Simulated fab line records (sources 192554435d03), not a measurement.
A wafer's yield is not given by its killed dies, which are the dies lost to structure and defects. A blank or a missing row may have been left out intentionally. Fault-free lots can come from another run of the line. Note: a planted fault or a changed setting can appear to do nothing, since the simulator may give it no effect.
A struck lot beside a sound one -- flow n5_finfet -- 15 steps out of a route of 1938
Sound: wafers L546.2, L546.4, L546.6. Struck: wafer L550.1. (L550.2 of the same lot was not struck and is left out.) The cause comes at the end.
Each step with rows lists, per side, the tool, then ch with its chambers, then its first start. Under that, the readings that differ: sound wafers -- struck wafers -- difference of the means -- sigmas: that difference in standard deviations of wafers without a fault.
alike: words and numbers the same on both sides, and readings whose means are apart by under 2 such deviations; not compared: readings that were withheld, readings missing a value for some wafer, numbers with overlapping values and no deviation given by the record, and bounds like >300 which may hide the same value.
Wherever a step has rows on one side only, a row that says differs or no value, or a row with sigmas, the two part there. Numbers that don't overlap but have no deviation are shown without sigmas and don't part them. A reading missing from all wafers of one side parts the sides only when that side holds two or more wafers.

N5_MOL_CONTACT_COAG_ETCH_106: etches SOC in N2/H2, target depth 80 nm, overetch 16 nm, time 120 s.
  sound on rie_diel-03 ch 0,2,3, day 5 05:17; struck on rie_diel-01 ch 0, day 6 00:55
reading,sound,struck,difference,sigmas
rf_vpp_V (V),524.8 522.8 523.9,527.9,+4.1,+2
  alike: drypump_motor_current_A, oes_product_au, showerhead_plenum_p_Torr, throttle_valve_pct
  not compared: rf_hours_counter_h
then, 2 steps without rows for these wafers: N5_MOL_CONTACT_COAG_STRIP_107 (strips in N2/H2); N5_MOL_CONTACT_COAG_STRIP_108 (strips in N2/H2).
N5_MOL_CONTACT_COAG_CONTACT_ETCH_14: etches SiO2 in C4F6/O2, target depth 27.5 nm, overetch 8.5 nm, time 20 s.
  sound on rie_diel-03 ch 0,2,3, day 5 05:23; struck on rie_diel-01 ch 0, day 6 01:02
reading,sound,struck,difference,sigmas
rf_vpp_V (V),693.0 691.9 692.1,697.9,+5.6,+2
  alike: O2_flow_sccm, drypump_motor_current_A, oes_product_au, showerhead_plenum_p_Torr, throttle_valve_pct
  not compared: rf_hours_counter_h
then, 1 step without rows for these wafers: N5_MOL_CONTACT_COAG_STRIP_109 (strips in C4F6/O2).
N5_MOL_CONTACT_COAG_ETCH_15: etches SiNx in CH3F/O2, stops on Si:P, target depth 7 nm.
  sound on rie_diel-03 ch 0,2,3, day 5 05:25; struck on rie_diel-01 ch 0, day 6 01:04
  alike: CH3F_flow_sccm, O2_flow_sccm, drypump_motor_current_A, oes_product_au, rf_vpp_V, showerhead_plenum_p_Torr, throttle_valve_pct
  not compared: rf_hours_counter_h
N5_MOL_CONTACT_COAG_ETCH_110: etches Si in CF4/O2, target depth 2.5 nm, time 8 s.
  sound on rie_diel-03 ch 0,2,3, day 5 05:29; struck on rie_diel-01 ch 0, day 6 01:07
reading,sound,struck,difference,sigmas
O2_flow_sccm (sccm),10.04 10.01 10.04,9.96,-0.07,-2
  alike: drypump_motor_current_A, oes_product_au, rf_vpp_V, showerhead_plenum_p_Torr, throttle_valve_pct
  not compared: rf_hours_counter_h
N5_MOL_CONTACT_COAG_STRIP_98: strips in N2/H2.
  sound on rie_diel-03 ch 0,2,3, day 5 05:32; struck on rie_diel-01 ch 0, day 6 01:10
  alike: drypump_motor_current_A, oes_product_au, rf_vpp_V, showerhead_plenum_p_Torr, throttle_valve_pct
  not compared: rf_hours_counter_h
N5_MOL_CONTACT_COAG_CD_MEAS_99 targets a cd of 17.2 nm.
  sound on cd_sem-01, day 5 05:36; struck on cd_sem-01, day 6 01:14
  alike: cd_nm
then, 3 steps without rows for these wafers: N5_MOL_CONTACT_COAG_IMPLANT_129; N5_MOL_CONTACT_COAG_PRECLEAN_111 (cleans in NF3:NH3, afs cycles 1, time 20 s, sublimation time 60 s); N5_MOL_CONTACT_COAG_TI_SIL_19 (material Ti, target thk 4.2 nm, time 15 s).
N5_MOL_CONTACT_COAG_ALD_20: deposits TiN, target thk 1.5 nm, pulse time 1 s, purge time 3 s.
  sound on ald_metal-02 ch 0,1,3, day 5 06:38; struck on ald_metal-02 ch 2, day 6 01:49
reading,sound,struck,difference,sigmas
ald_cycles,68 68 68,52,-16,
  alike: heater_power_w, precursor_pulse_height_rel
then, 2 steps without rows for these wafers: N5_MOL_CONTACT_COAG_SIL_ANNEAL_21 (time 60 s); N5_PASSIVATION_PROBE_49.

WHERE THEY PART
Last at N5_MOL_CONTACT_COAG_ETCH_110 as far as this record goes, first at N5_MOL_CONTACT_COAG_ETCH_106. Later steps at which nothing parts them and some readings are alike: N5_MOL_CONTACT_COAG_STRIP_98, N5_MOL_CONTACT_COAG_CD_MEAS_99, N5_MOL_CONTACT_COAG_ALD_20.

WHY: what had been put in by the simulator
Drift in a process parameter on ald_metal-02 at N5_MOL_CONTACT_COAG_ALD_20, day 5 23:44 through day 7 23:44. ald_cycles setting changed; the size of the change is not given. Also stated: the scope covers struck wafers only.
